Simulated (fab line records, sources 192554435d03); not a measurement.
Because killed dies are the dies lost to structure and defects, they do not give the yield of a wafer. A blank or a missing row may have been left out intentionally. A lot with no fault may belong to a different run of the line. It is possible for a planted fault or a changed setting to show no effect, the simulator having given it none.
Which tool is to blame? | flow n5Finfet | 34 wafers from 12 lots sampled at 2 of the route's 1938 steps

## WHAT THE GAUGES SHOWED, per wafer
N5_MIM_BOT_LITHO_OVL_MEAS_11.
lot  | measured     | on         | MIM_BOT_OVL (nm)
L914 | day 12 10:08 | overlay-02 | -4 -10 -1
L917 | day 13 03:35 | overlay-02 | -2 -5 -7
L918 | day 13 03:25 | overlay-02 | -5 6
L921 | day 13 22:41 | overlay-01 | 4 -2
L920 | day 13 20:34 | overlay-02 | -6 -6 2
L925 | day 15 08:21 | overlay-01 | 4 -2 -3
L928 | day 16 10:36 | overlay-01 | -4 -3 -3
L931 | day 17 08:02 | overlay-01 | 2 5 9
L933 | day 17 16:05 | overlay-02 | -16 -16 -8
L935 | day 18 12:33 | overlay-02 | -3 -8 -4
L937 | day 19 01:28 | overlay-02 | -1 -6 -4
L936 | day 19 01:48 | overlay-01 | -8 -9 -3

## EACH LOT AND THE TOOL THAT RAN IT (in order: tool; ch and the chambers of the sampled wafers; start)
lot  | N5_BEOL_M6_PRE_CLEAN_45
L914 | pvdSputter-01, day 9 06:10
L917 | pvdSputter-03, day 10 00:16
L918 | pvdSputter-03, day 10 00:39
L921 | pvdSputter-02, day 10 16:58
L920 | pvdSputter-03, day 10 17:18
L925 | pvdSputter-03, day 12 04:44
L928 | pvdSputter-02, day 12 21:44
L931 | pvdSputter-02, day 13 16:44
L933 | pvdSputter-02, day 13 22:14
L935 | pvdSputter-01, day 14 18:22
L937 | pvdSputter-01, day 15 03:35
L936 | pvdSputter-01, day 15 06:37
- N5_BEOL_M6_PRE_CLEAN_45: time 30 s.

## AS READ BY THE TOOLS THEMSELVES (means over the sampled wafers that have a number; for cases with no such wafer, the mark the record gives instead)
N5_BEOL_M6_PRE_CLEAN_45.
lot  | tool          | heaterPowerW (W)
L914 | pvdSputter-01 | 326
L917 | pvdSputter-03 | 323
L918 | pvdSputter-03 | 302
L921 | pvdSputter-02 | 341
L920 | pvdSputter-03 | 292
L925 | pvdSputter-03 | 314
L928 | pvdSputter-02 | 349
L931 | pvdSputter-02 | 355
L933 | pvdSputter-02 | 366
L935 | pvdSputter-01 | 332
L937 | pvdSputter-01 | 339
L936 | pvdSputter-01 | 339

## THE ANSWER, worked out from the rows above alone
Rule: usual is defined by the lots themselves. Put in order of their means at a reading, lots are off if they are a third of the lots or fewer, leave a main group of 4 or more, and stand apart from it by a gap of 3 or more times the standard deviation of the main group's means; of several such gaps the widest counts. If all means in a main group match to the digits the tables above print for the reading, that group is not used. Also off: a lot with no number at a reading for which 4 or more lots have one. Any other lot the step has rows for is counted as sound. The gauges are gone through in route order, then the tools' own readings, and for those a lot's mean is taken as printed above. The first step at which some lot is off is used, and at that step the reading that is off furthest; a lot without a number counts as furthest.
No lot is off on any of the readings shown, so nothing can be concluded from this.

## WHAT THE SIMULATOR HAD INSERTED
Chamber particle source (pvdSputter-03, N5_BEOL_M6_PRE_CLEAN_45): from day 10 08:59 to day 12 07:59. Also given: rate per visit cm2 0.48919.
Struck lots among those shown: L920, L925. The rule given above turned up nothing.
